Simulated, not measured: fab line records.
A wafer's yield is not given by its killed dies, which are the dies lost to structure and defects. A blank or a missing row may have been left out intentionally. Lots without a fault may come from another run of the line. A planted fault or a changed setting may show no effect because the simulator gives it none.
Struck lot and sound lot, side by side ; flow n5 finfet ; 15 out of 1938 route steps
Sound: wafers L338.1, L338.2, L338.5. Struck: wafer L329.2 (left out: L329.4, a lot-mate that was not struck); the cause follows at the end.
For every step that has rows: the tool of each side, followed by ch and its chambers, followed by its first start. Under that, the readings that differ: sound wafers ; struck wafers ; difference of the means ; sigmas: that difference in standard deviations of wafers without a fault.
alike: same words and numbers on both sides, and readings whose means sit less than 2 such deviations apart. not compared: any withheld reading, any reading some wafer has no value for, any bound like >300 that may hide the same value, and any number with overlapping values for which the record gives no deviation.
Wherever a step has rows on one side only, a row that says differs or no value, or a row with sigmas, the two part there. When numbers do not overlap yet have no deviation, they are printed without sigmas and do not part them. Lack of a reading on every wafer of one side parts them only where that side has two or more wafers.

first, 2 steps without rows for these wafers: N5_BEOL_M14_PRECLEAN_39 (cleans in residue remover, time 60 s); N5_BEOL_M14_SRD_40 (time 30 s, dry time 30 s).
N5_BEOL_M14_DEGAS_41: time 60 s.
  sound: pvd sputter-03 at day 16 03:31; struck: pvd sputter-01 at day 14 00:50
  alike: heater power w, susceptor temp C
then, 2 steps without rows for these wafers: N5_BEOL_M14_PRE_CLEAN_42 (time 30 s); N5_BEOL_M14_SPUTTER_43 (material TaN, target thk 15 nm, time 24.19 s).
N5_BEOL_M14_SPUTTER_44: material Ta, target thk 15 nm, time 24.19 s.
  sound: pvd sputter-03 at day 16 03:40; struck: pvd sputter-01 at day 14 01:00
  alike: susceptor temp C, throttle valve pct
N5_BEOL_M14_SPUTTER_45: material Cu, target thk 100 nm, time 16.67 s.
  sound: pvd sputter-03 at day 16 03:45; struck: pvd sputter-01 at day 14 01:05
  alike: susceptor temp C, throttle valve pct
then, 1 step without rows for these wafers: N5_BEOL_M14_ECD_47 (material Cu, target thk 1248 nm).
N5_BEOL_M14_ANNEAL_48: time 90 s.
  sound on rtp anneal-02 ch 0, day 16 04:04; struck on rtp anneal-01 ch 0, day 14 01:53
  alike: anneal temp c max, wafer_temp_C_max
N5_BEOL_M14_CMP_49: polishes, stops on SiO2, t overpolish 5.2 s, target thk 560 nm.
  sound on cmp-03 ch 1,3, day 16 04:23; struck on cmp-02 ch 3, day 14 02:09
reading;sound;struck;difference;sigmas
barrier field endpoint s (s);11.8 12.1 11.8;10.8;-1.1;-3
overpolish run s (s);5.195 5.217 5.194;5.177;-0.025;-3
time to endpoint s (s);128 129 127;112;-16;-3
  alike: motor current A, slurry filter dp kPa
N5_BEOL_M14_THK_MEAS_50: measures by xrf.
  sound: film metro-01 at day 16 04:40; struck: film metro-02 at day 14 02:26
  alike: M14_THK
then, 1 step without rows for these wafers: N5_BEOL_M14_PRE_CLEAN_52 (time 15 s).
N5_BEOL_M14_DEP_53: deposits SiCN from 3MS/NH3, target thk 50 nm, time 17.8 s.
  sound on pecvd-03 ch 1,2, day 16 04:44; struck on pecvd-01 ch 1, day 14 02:30
reading;sound;struck;difference;sigmas
model.SiCN_of_BEOL_M14_DEP_53.thk nm (nm);48 48.8 49;65;+16;
  alike: showerhead plenum p Torr, throttle valve pct
N5_BEOL_M14_RS_MEAS_54: a four-point-probe measurement.
  sound: film metro-01 at day 16 04:48; struck: film metro-02 at day 14 02:34
  alike: M14_RS
N5_PASSIVATION_PROBE_49:
  rows exist in the record for the struck wafers here (prober-02, day 15 03:05), but not for the sound ones

## WHERE THEY PART
At N5_BEOL_M14_CMP_49 first; at N5_PASSIVATION_PROBE_49 last (within this record only).

WHY: whatever the simulator had introduced
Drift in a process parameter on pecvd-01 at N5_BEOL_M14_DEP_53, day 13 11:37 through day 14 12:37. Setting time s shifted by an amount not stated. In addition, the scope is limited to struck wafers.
